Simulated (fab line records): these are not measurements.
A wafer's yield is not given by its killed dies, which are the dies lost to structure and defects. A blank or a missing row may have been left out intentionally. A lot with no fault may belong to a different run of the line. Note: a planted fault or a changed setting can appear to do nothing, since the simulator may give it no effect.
3 desks looking at one fault ; flow n5-finfet ; only its own numbers are on each desk; what lay behind them is given at the end

## METROLOGY DESK
What the gauges read, lot by lot, whatever tool the lot ran on: means of the sampled wafers that have a number. Any lot whose mean is over 4 standard deviations away from the usual mean is out of limits and marked OUT; that distance is given in the brackets. Only the readings that lie furthest out on some lot appear, 7 of the 13 it has.
Columns: A = VD_OVL at N5_MOL_CONTACT_COAG_OVL_MEAS_41, usual 0.3 nm; B = cd-nm at N5_MOL_CONTACT_COAG_CD_MEAS_101, usual 16.0 nm; C = DIBL_N at N5_BEOL_M4_RC_MEAS_101, usual 35.8 mV/V; D = DIBL_P at N5_BEOL_M4_RC_MEAS_101, usual 35.6 mV/V; E = IOFF_P at N5_BEOL_M4_RC_MEAS_101, usual 0.20 nA/um; F = SS_N at N5_BEOL_M4_RC_MEAS_101, usual 71.2 mV/dec; G = VT_P at N5_BEOL_M4_RC_MEAS_101, usual -251 mV
lot;first seen here;A;B;C;D;E;F;G
L298;day 5 22:01;-0.7;16.5;37.9;35.5;0.23;71.8;-248
L299;day 6 04:03;0.3;16.1;33.9;35.1;0.16;70.6;-257
L308;day 8 14:53;-0.2;15.9;37.6;35.7;0.25;72.4;-247
L309;day 8 18:32;0.6;15.9;32.9;32.2;0.16;71.2;-253
L311;day 9 02:38;0.9;17.2;36.5;36.3;0.21;71.3;-251
This desk's verdict: no lot among the 5 shows anything out of limits.

## DESK OF THE TOOL OWNER: rie-diel-05
The tool's own readings at N5_MOL_CONTACT_COAG_ETCH_67 (etches SOC in N2/H2, target depth 60 nm, overetch 21 nm, time 101.2 s): means of the sampled wafers that have a number, for each lot that ran on this tool. Any lot whose mean is over 4 standard deviations away from the usual mean is out of limits and marked OUT; that distance is given in the brackets.
Columns: A = drypump-motor-current-A at N5_MOL_CONTACT_COAG_ETCH_67, usual 5.6 A; B = oes-product-au at N5_MOL_CONTACT_COAG_ETCH_67, usual 0.66 a.u.; C = rf-vpp-V at N5_MOL_CONTACT_COAG_ETCH_67, usual 523.5 V; D = showerhead-plenum-p-Torr at N5_MOL_CONTACT_COAG_ETCH_67, usual 2.52 Torr; E = throttle-valve-pct at N5_MOL_CONTACT_COAG_ETCH_67, usual 17.78 %
lot;first seen here;A;B;C;D;E
L298;day 5 23:56;5.2;0.59;524.0;2.51;18.09
L309;day 8 19:00;5.5;0.65;524.3;2.55;17.73
L311;day 9 03:23;5.5;0.69;524.1;2.56;17.67
This desk's verdict: no lot among the 3 shows anything out of limits.

## THE DEFECT DESK
What the inspections along the route counted, lot by lot: means of the sampled wafers that have a number. Any lot whose mean is over 4 standard deviations away from the usual mean is out of limits and marked OUT; that distance is given in the brackets.
Columns: A = raw-defect-count at N5_MOL_CONTACT_COAG_INSPECT_42, usual 184
lot;first seen here;A
L298;day 5 22:06;200
L299;day 6 04:08;213
L308;day 8 14:59;252
L309;day 8 18:37;158
L311;day 9 02:44;97
This desk's verdict: no lot among the 5 shows anything out of limits.

## ALL TOGETHER
At the metrology desk, nothing out of limits was observed.
Nothing out of limits was seen by the tool owner's desk.
The defect desk saw nothing out of limits.

## WHAT THE SIMULATOR HAD INSERTED
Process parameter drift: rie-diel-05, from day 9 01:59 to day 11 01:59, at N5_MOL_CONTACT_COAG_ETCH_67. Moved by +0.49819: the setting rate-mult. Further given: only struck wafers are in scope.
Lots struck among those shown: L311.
